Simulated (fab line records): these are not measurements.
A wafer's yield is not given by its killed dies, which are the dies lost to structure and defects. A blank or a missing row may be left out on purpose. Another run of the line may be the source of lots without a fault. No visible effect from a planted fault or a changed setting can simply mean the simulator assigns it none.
fab line records ; flow nandHarc ; part 2 of 2: steps 19 to 30 of 30
record lots=5; wafers=15; lastDay=22
route steps=1159 shown P_GATE@145
lots with no fault: from the same line, run without faults
startH: hours from the record's opening day to when the first of the lot's shown wafers began ; waitH: hours since the lot's step before ; " unchanged from the row above ; L1.1+2: one row covering several wafers at once ; - no value, or no start given ; * or withheld: withheld ; < > ~ a bound
route shown NAME@n: NAME is a module with steps in the file, n the number in the route of the first one ; usual: mean/standard deviation of fault-free wafers ; same: alike in all rows ; chamber/n: place in a boat ; sites: the reading at each site ; _std_site: their standard deviation ; _edge_site: the outer-site mean with the inner-site mean subtracted ; radiusMm: how far each site lies from the wafer's centre ; mask NAME#n: copy n ; behind: tool/chamber where the wafer was last shaped ; hold: cause of the lot's hold/its duration in hours/its outcome ; device: the transistor (n, p or np) that didn't switch ; end of line: the tests these same wafers got at the end of their route ; a step without rows: its recipe alone ; killed: not the wafer's yield, but the dies lost to structure and defects at the first sort ; map: a wafer's dies, x killed, . not, _ none there
set.NAME: setting as actually run; set.NAME@STEP: the setting as run at that earlier step ; model.NAME: the simulator's own value behind a step, which no gauge read
certain route steps with their lots: each step a table, each wafer a row
services: when a tool's chamber went out of use (startH, in hours from the record's first day, below 0 if earlier), for how many hours, and the reason
## steps
# step NHARC_P_GATE_HMDS_39
# recipe timeS=30
lot.wafer;tool;chamber;startH;waitH
L074.4+5+6;lithoTrack-07;0;-;-
L076.1+3+5;lithoTrack-07;0;-;-
L081.2+4+6;lithoTrack-07;0;-;-
L083.2+3+5;lithoTrack-02;0;-;-
L089.1+3+6;lithoTrack-02;0;-;-
# step NHARC_P_GATE_COAT_40
# recipe spinRpm=3000
lot.wafer;tool;chamber;startH;waitH
L074.4+5+6;lithoTrack-07;0;-;-
L076.1+3+5;lithoTrack-07;0;-;-
L081.2+4+6;lithoTrack-07;0;-;-
L083.2+3+5;lithoTrack-02;0;-;-
L089.1+3+6;lithoTrack-02;0;-;-
# step NHARC_P_GATE_SOFTBAKE_41
# recipe tempC=122; timeS=95
lot.wafer;tool;chamber;startH;waitH
L074.4+5+6;lithoTrack-07;0;-;-
L076.1+3+5;lithoTrack-07;0;-;-
L081.2+4+6;lithoTrack-07;0;-;-
L083.2+3+5;lithoTrack-02;0;-;-
L089.1+3+6;lithoTrack-02;0;-;-
# step NHARC_P_GATE_EBR_42
lot.wafer;tool;chamber;startH;waitH
L074.4+5+6;lithoTrack-07;0;-;-
L076.1+3+5;lithoTrack-07;0;-;-
L081.2+4+6;lithoTrack-07;0;-;-
L083.2+3+5;lithoTrack-02;0;-;-
L089.1+3+6;lithoTrack-02;0;-;-
# step NHARC_P_GATE_EXPOSE_43
# recipe na=0.6; targetCdNm=720; doseMj=14.81; maskId=P_NSD
# usual stageVelMmS=499.91/0.21
lot.wafer;tool;chamber;startH;waitH;mask;stageVelMmS
L074.4;krfScanner-04;0;101.89;-;P_NSD#0;499.58
L074.5;krfScanner-04;0;101.89;-;P_NSD#0;500.12
L074.6;krfScanner-04;0;101.89;-;P_NSD#0;500.20
L076.1;krfScanner-02;0;119.99;-;P_NSD#0;499.80
L076.3;krfScanner-02;0;119.99;-;P_NSD#0;499.85
L076.5;krfScanner-02;0;119.99;-;P_NSD#0;499.65
L081.2;krfScanner-04;0;142.85;-;P_NSD#0;499.53
L081.4;krfScanner-04;0;142.85;-;P_NSD#0;499.76
L081.6;krfScanner-04;0;142.85;-;P_NSD#0;499.53
L083.2;krfScanner-04;0;155.00;-;P_NSD#0;500.12
L083.3;krfScanner-04;0;155.00;-;P_NSD#0;500.12
L083.5;krfScanner-04;0;155.00;-;P_NSD#0;500.40
L089.1;krfScanner-03;0;188.67;-;P_NSD#0;499.63
L089.3;krfScanner-03;0;188.67;-;P_NSD#0;499.82
L089.6;krfScanner-03;0;188.67;-;P_NSD#0;499.79
# step NHARC_P_GATE_PEB_44
# recipe pebTempC=118; pebTimeS=85
# same pebTimeS=85
lot.wafer;tool;chamber;startH;waitH
L074.4+5+6;lithoTrack-07;0;101.95;0.0
L076.1+3+5;lithoTrack-07;0;120.06;0.1
L081.2+4+6;lithoTrack-05;0;142.91;0.1
L083.2+3+5;lithoTrack-07;0;155.06;0.1
L089.1+3+6;lithoTrack-05;0;188.73;0.1
# step NHARC_P_GATE_DEVELOP_45
# recipe timeS=70
lot.wafer;tool;chamber;startH;waitH
L074.4+5+6;lithoTrack-07;0;-;-
L076.1+3+5;lithoTrack-07;0;-;-
L081.2+4+6;lithoTrack-05;0;-;-
L083.2+3+5;lithoTrack-07;0;-;-
L089.1+3+6;lithoTrack-05;0;-;-
# step NHARC_P_GATE_CD_MEAS_46
# recipe targetCdNm=720; landingEnergyEv=500
# usual cdNm=719.7/1.7
lot.wafer;tool;chamber;startH;waitH;cdNm
L074.4;cdSem-01;0;102.04;-;719.7
L074.5;cdSem-01;0;102.04;-;721.5
L074.6;cdSem-01;0;102.04;-;719.9
L076.1;cdSem-03;0;120.15;-;716.7
L076.3;cdSem-03;0;120.15;-;718.0
L076.5;cdSem-03;0;120.15;-;717.3
L081.2;cdSem-01;0;143.00;-;719.9
L081.4;cdSem-01;0;143.00;-;720.6
L081.6;cdSem-01;0;143.00;-;720.9
L083.2;cdSem-03;0;155.15;-;718.4
L083.3;cdSem-03;0;155.15;-;719.8
L083.5;cdSem-03;0;155.15;-;719.2
L089.1;cdSem-01;0;188.82;-;718.6
L089.3;cdSem-01;0;188.82;-;719.9
L089.6;cdSem-01;0;188.82;-;720.9
# step NHARC_P_GATE_HARDBAKE_47
# recipe tempC=125; timeS=80
lot.wafer;tool;chamber;startH;waitH
L074.4+5+6;lithoTrack-07;0;102.13;-
L076.1+3+5;lithoTrack-02;0;120.23;-
L081.2+4+6;lithoTrack-07;0;143.08;-
L083.2+3+5;lithoTrack-07;0;155.23;-
L089.1+3+6;lithoTrack-02;0;188.90;-
# step NHARC_P_GATE_DESCUM_48
# recipe timeS=3; o2FlowSccm=200; arFlowSccm=0; biasPowerW=0; chemistry=O2
# usual drypumpMotorCurrentA=5.7/0.41; oesProductAu=1.000/0.01; rfVppV=57.8/0.89; showerheadPlenumPTorr=1.91/0.056; throttleValvePct=11.311/0.0087
lot.wafer;tool;chamber;startH;waitH;drypumpMotorCurrentA;oesProductAu;rfHoursCounterH;rfVppV;showerheadPlenumPTorr;throttleValvePct
L074.4;rieDiel-11;2;102.24;-;5.3;1.003;17;57.3;2.00;11.305
L074.6;rieDiel-11;3;102.24;-;6.0;1.007;-;57.9;1.88;11.308
L074.5;rieDiel-11;0;102.24;-;6.0;0.994;-;58.0;1.92;11.302
L076.1;rieDiel-11;1;120.32;-;6.5;0.986;18;58.1;1.94;11.295
L076.3;rieDiel-11;2;120.32;-;5.3;1.002;21;58.3;2.00;11.305
L076.5;rieDiel-11;0;120.32;-;6.0;0.994;-;58.7;1.92;11.317
L081.2;rieDiel-13;1;143.20;-;5.2;0.988;11;56.8;1.89;11.307
L081.4;rieDiel-13;2;143.20;-;5.6;1.005;13;56.6;2.00;11.317
L081.6;rieDiel-13;2;143.20;-;5.6;1.001;-;57.6;2.00;11.303
L083.3;rieDiel-13;1;155.32;-;5.2;0.998;15;59.2;1.89;11.320
L083.2;rieDiel-13;2;155.32;-;5.7;1.015;16;58.0;2.00;11.305
L083.5;rieDiel-13;1;155.32;-;5.2;1.001;-;57.0;1.89;11.318
L089.1;rieDiel-11;2;188.98;-;5.3;1.000;34;58.6;2.00;11.317
L089.3;rieDiel-11;1;188.98;-;6.6;1.000;30;58.1;1.93;11.317
L089.6;rieDiel-11;2;188.98;-;5.3;1.006;-;59.1;2.00;11.313
# step NHARC_P_GATE_IMPLANT_49
# recipe energyKev=30; doseCm2=3e+15; tiltDeg=7
# usual faradayCurrentUA=11277/1100
lot.wafer;tool;chamber;startH;waitH;faradayCurrentUA
L074.4;implanter-02;0;102.43;0.2;12724
L074.5;implanter-02;0;102.43;0.2;12896
L074.6;implanter-02;0;102.43;0.2;12797
L076.1;implanter-02;0;120.47;0.1;12585
L076.3;implanter-02;0;120.47;0.1;12689
L076.5;implanter-02;0;120.47;0.1;12172
L081.2;implanter-02;0;143.37;0.2;12722
L081.4;implanter-02;0;143.37;0.2;12946
L081.6;implanter-02;0;143.37;0.2;12439
L083.2;implanter-02;0;155.49;0.1;12765
L083.3;implanter-02;0;155.49;0.1;12680
L083.5;implanter-02;0;155.49;0.1;12525
L089.1;implanter-02;0;189.13;0.1;12742
L089.3;implanter-02;0;189.13;0.1;12141
L089.6;implanter-02;0;189.13;0.1;12347
# step NHARC_P_GATE_STRIP_111
# recipe powerW=1500; tempC=110; timeS=250; chemistry=N2/H2
# usual drypumpMotorCurrentA=5.45/0.1; heaterPowerW=88/3.6; tempC=109.99/0.13
lot.wafer;tool;chamber;startH;waitH;drypumpMotorCurrentA;heaterPowerW;rfHoursCounterH;tempC
L074.4;plasmaAsher-02;1;102.89;0.4;5.43;85;-;109.94
L074.6;plasmaAsher-02;1;102.89;0.4;5.42;83;-;109.92
L074.5;plasmaAsher-02;0;102.89;0.4;5.30;88;-;109.86
L076.1;plasmaAsher-01;0;120.90;0.4;5.56;92;4;109.99
L076.3;plasmaAsher-01;1;120.90;0.4;5.44;88;-;110.03
L076.5;plasmaAsher-01;0;120.90;0.4;5.60;88;-;109.98
L081.2;plasmaAsher-01;0;143.62;0.2;5.58;91;9;110.08
L081.4;plasmaAsher-01;0;143.62;0.2;5.62;94;-;109.84
L081.6;plasmaAsher-01;1;143.62;0.2;5.44;90;-;109.96
L083.2;plasmaAsher-01;1;155.68;0.2;5.43;92;16;109.88
L083.3;plasmaAsher-01;0;155.68;0.2;5.60;91;-;110.15
L083.5;plasmaAsher-01;0;155.68;0.2;5.58;90;-;109.88
L089.1;plasmaAsher-01;0;189.58;0.4;5.53;90;30;110.09
L089.3;plasmaAsher-01;0;189.58;0.4;5.54;89;-;109.96
L089.6;plasmaAsher-01;0;189.58;0.4;5.55;92;-;109.85
## services
tool;chamber;startH;hours;kind
plasmaAsher-02;-;66.56;0.4;repair
rieSi-05;-;70.09;0.4;repair
krfScanner-04;-;71.95;16.0;repair
krfScanner-02;-;73.89;0.3;repair
aldSin-04;-;75.60;5.3;repair
implanter-02;-;85.00;13.0;pm
plasmaAsher-01;-;87.28;3.8;repair
rieDiel-08;2;90.43;7.5;repair
wetBench-07;-;96.00;8.0;pm
plasmaAsher-01;-;99.11;9.0;pm
rieDiel-13;-;99.66;9.0;pm
rieSi-05;-;106.36;1.6;repair
rieDiel-08;1;115.20;2.9;repair
rieDiel-08;-;124.84;9.0;pm
krfScanner-04;-;126.00;4.0;pm
aldSin-01;-;130.40;1.5;repair
rieDiel-08;2;140.56;4.7;repair
wetBench-03;-;146.40;8.0;pm
wetBench-04;-;163.20;8.0;pm
aldSin-01;3;164.58;10.8;repair
lithoTrack-02;-;165.00;7.0;pm
implanter-02;-;178.44;2.4;repair
lithoTrack-07;-;189.00;7.0;pm
rieDiel-11;-;189.63;9.0;pm
